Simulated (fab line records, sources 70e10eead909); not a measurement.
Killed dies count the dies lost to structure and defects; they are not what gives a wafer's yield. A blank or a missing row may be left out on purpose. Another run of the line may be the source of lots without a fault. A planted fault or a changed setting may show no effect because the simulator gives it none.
Chamber matching + flow nand harc + 4 sister chambers for NHARC_A_STAIRCASE_DESCUM_443 on rie diel-11
The step chemistry O2, time 3 s. 22 wafers are shown with their chamber, then 11 later ones without.

WAFERS PAIRED WITH THEIR CHAMBERS
| wafer  | chamber | drypump motor current A (A) | showerhead plenum p Torr (Torr) | oes product au (a.u.) |
|--------|---------|-----------------------------|---------------------------------|-----------------------|
| L074.2 | 3       | 5.9                         | 2.04                            | 1.001                 |
| L074.4 | 2       | 4.8                         | 2.01                            | 1.005                 |
| L074.6 | 0       | 5.1                         | 1.78                            | 1.009                 |
| L074.1 | 0       | 5.1                         | 1.78                            | 1.005                 |
| L074.3 | 1       | 6.3                         | 1.81                            | 1.010                 |
| L074.5 | 3       | 5.9                         | 2.04                            | 1.000                 |
| L075.2 | 0       | 5.1                         | 1.78                            | 1.001                 |
| L075.4 | 1       | 6.4                         | 1.81                            | 1.017                 |
| L075.5 | 0       | 5.1                         | 1.78                            | 1.002                 |
| L075.1 | 2       | 4.8                         | 2.01                            | 1.009                 |
| L075.3 | 3       | 5.9                         | 2.04                            | 1.001                 |
| L075.6 | 1       | 6.4                         | 1.81                            | 1.017                 |
| L080.1 | 2       | 4.8                         | 2.00                            | 1.008                 |
| L080.5 | 3       | 5.9                         | 2.04                            | 0.999                 |
| L080.6 | 2       | 4.8                         | 2.00                            | 1.010                 |
| L090.1 | 0       | 5.1                         | 2.07                            | 0.990                 |
| L090.2 | 3       | 5.9                         | 2.03                            | 1.005                 |
| L090.3 | 2       | 4.8                         | 2.00                            | 0.992                 |
| L094.1 | 0       | 5.0                         | 2.07                            | 0.992                 |
| L094.3 | 3       | 6.0                         | 2.03                            | 1.009                 |
| L094.5 | 1       | 6.4                         | 1.80                            | 0.994                 |
| L092.1 | 2       | 4.8                         | 1.99                            | 1.005                 |

SIGNATURES (averages over the wafers above)
| reading                  | chamber 0 | chamber 1 | chamber 2 | chamber 3 | scatter within a chamber |
|--------------------------|-----------|-----------|-----------|-----------|--------------------------|
| drypump motor current A  | 5.083     | 6.375     | 4.800     | 5.917     | 0.0366                   |
| showerhead plenum p Torr | 1.8767    | 1.8075    | 2.0017    | 2.0367    | 0.0791                   |
| oes product au           | 0.99983   | 1.00950   | 1.00483   | 1.00250   | 0.00714                  |
Rule: a wafer lies at a distance from a chamber equal to the root of the sum of squares, over the readings, of (its reading less the chamber's mean, divided by the reading's scatter). If the next closest chamber is less than 2 further off than the closest, the wafer can't be placed; otherwise it belongs to the closest. The scatter: the root of (the sum of the squares of (reading less its chamber's mean) over the shown wafers, divided by (wafers less chambers)).

WAFERS MISSING THEIR CHAMBER
| wafer  | drypump motor current A (A) | showerhead plenum p Torr (Torr) | oes product au (a.u.) |
|--------|-----------------------------|---------------------------------|-----------------------|
| L092.2 | 5.9                         | 2.03                            | 1.009                 |
| L092.6 | 6.4                         | 1.80                            | 0.995                 |
| L096.1 | 6.4                         | 1.80                            | 1.004                 |
| L096.3 | 5.1                         | 2.07                            | 0.997                 |
| L096.4 | 4.8                         | 1.99                            | 1.000                 |
| L096.2 | 5.9                         | 2.03                            | 1.011                 |
| L096.5 | 4.8                         | 1.99                            | 1.002                 |
| L096.6 | 6.0                         | 2.03                            | 1.012                 |
| L095.2 | 4.8                         | 1.99                            | 1.003                 |
| L095.3 | 6.4                         | 1.80                            | 1.009                 |
| L095.4 | 5.1                         | 2.07                            | 0.995                 |

WHICH CHAMBER EACH WENT THROUGH
| wafer  | from the rows above | in truth |
|--------|---------------------|----------|
| L092.2 | 3                   | 3        |
| L092.6 | 1                   | 1        |
| L096.1 | 1                   | 1        |
| L096.3 | 0                   | 0        |
| L096.4 | 2                   | 2        |
| L096.2 | 3                   | 3        |
| L096.5 | 2                   | 2        |
| L096.6 | 3                   | 3        |
| L095.2 | 2                   | 2        |
| L095.3 | 1                   | 1        |
| L095.4 | 0                   | 0        |
Correctly placed: 11 of 11. Can't be placed from these rows: 0. Number placed wrongly: 0.
